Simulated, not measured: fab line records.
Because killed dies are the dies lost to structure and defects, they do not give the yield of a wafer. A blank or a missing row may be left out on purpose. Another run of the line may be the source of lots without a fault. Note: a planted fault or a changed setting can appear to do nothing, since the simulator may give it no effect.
Split-lot study    flow n5 finfet    21 wafers read across 7 lots, on a route 1938 steps long

ON THE SPLIT
At N5_BEOL_M9_HM_DEP_02 (deposits TiN, target thk 20 nm), the setting target thk a was moved away from the recipe's 200 angstrom on 7 of the 21 wafers read, by -9.2% to +9.7%. This setting was run at the recipe's value on the other wafers.

The reading comes from the split's own step.

THE READING
TiN_of_BEOL_M9_HM_DEP_02.thk nm (the simulator's own value, which no gauge read), in nm, at N5_BEOL_M9_HM_DEP_02 (deposits TiN, target thk 20 nm). No usual value for it is given in the file. Here, 14 wafers ran the recipe; their average is 20.0 nm with a standard deviation of 0.29 nm.

wafer   tool, chamber at the split  target thk a as run, angstrom  against the recipe  TiN_of_BEOL_M9_HM_DEP_02.thk nm, nm  against lot-mates on the recipe
L079.1  pvd sputter-03, -           200                            recipe              20.4                                 -
L079.2  pvd sputter-03, -           200                            recipe              20.4                                 -
L079.6  pvd sputter-03, -           181.7                          -9.2%               18.6                                 -1.8
L084.1  pvd sputter-02, -           200                            recipe              19.6                                 -
L084.2  pvd sputter-02, -           200                            recipe              19.6                                 -
L084.5  pvd sputter-02, -           200                            recipe              19.6                                 -
L086.1  pvd sputter-02, -           219.3                          +9.7%               21.8                                 no lot-mate on the recipe
L086.3  pvd sputter-02, -           219.3                          +9.7%               21.6                                 no lot-mate on the recipe
L086.6  pvd sputter-02, -           219.3                          +9.7%               22.2                                 no lot-mate on the recipe
L085.3  pvd sputter-02, -           210.6                          +5.3%               20.6                                 +0.6
L085.4  pvd sputter-02, -           200                            recipe              20                                   -
L085.6  pvd sputter-02, -           210.6                          +5.3%               20.8                                 +0.8
L089.1  pvd sputter-01, -           200                            recipe              20                                   -
L089.2  pvd sputter-01, -           200                            recipe              20.4                                 -
L089.4  pvd sputter-01, -           200                            recipe              20.4                                 -
L090.1  pvd sputter-01, -           200                            recipe              20.2                                 -
L090.4  pvd sputter-01, -           212.7                          +6.3%               21.4                                 +1.3
L090.5  pvd sputter-01, -           200                            recipe              20                                   -
L094.1  pvd sputter-01, -           200                            recipe              20                                   -
L094.3  pvd sputter-01, -           200                            recipe              20                                   -
L094.6  pvd sputter-01, -           200                            recipe              19.8                                 -

THE FIT
A straight line over all 21 wafers: TiN_of_BEOL_M9_HM_DEP_02.thk nm changes by +0.178 nm for each +1% of target thk a; r = +0.94; the points scatter about the line by 0.3 nm.
The same after taking each lot's own level away (the mean of its wafers on the recipe; 18 wafers): +0.18 nm for each +1%; r = +0.97; scatter 0.14 nm.
The reading moves by 1.7 nm for the largest change in target thk a, on that fit.
The lots' own levels span 19.60 to 20.40 nm, that is 2.7 times the standard deviation above.
The two slopes agree, so the slope changes little with the lot-to-lot level.
Check: for one of the wafers moved furthest among these (-9.2%), held out of the fit, the line's prediction against its lot-mates is -1.5 nm. Against them it came out at -1.8 nm.

OTHER SPLITS ON THESE WAFERS
Before the reading, these wafers also passed through other splits. Each is held against what the fit with the lots' levels taken away leaves over:
other split on the same wafers      wafers away from the commonest value  r with TiN_of_BEOL_M9_HM_DEP_02.thk nm (lot level and that fit taken away)
N5_BEOL_M6_EXPOSE_08 dose mj        6                                     -0.04
N5_BEOL_M6_EXPOSE_25 dose mj        6                                     -0.25
N5_BEOL_M6_ETCH_66 bias w           5                                     +0.46
N5_BEOL_M7_TRENCH_ETCH_37 source w  5                                     -0.04
N5_BEOL_M8_DESCUM_33 time s         10                                    -0.14
N5_BEOL_M8_ETCH_72 h2 flow sccm     7                                     +0.12

FILE'S OWN FIT
TiN_of_BEOL_M9_HM_DEP_02.thk nm changes by +0.187 nm for each +1% of target thk a, r = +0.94.
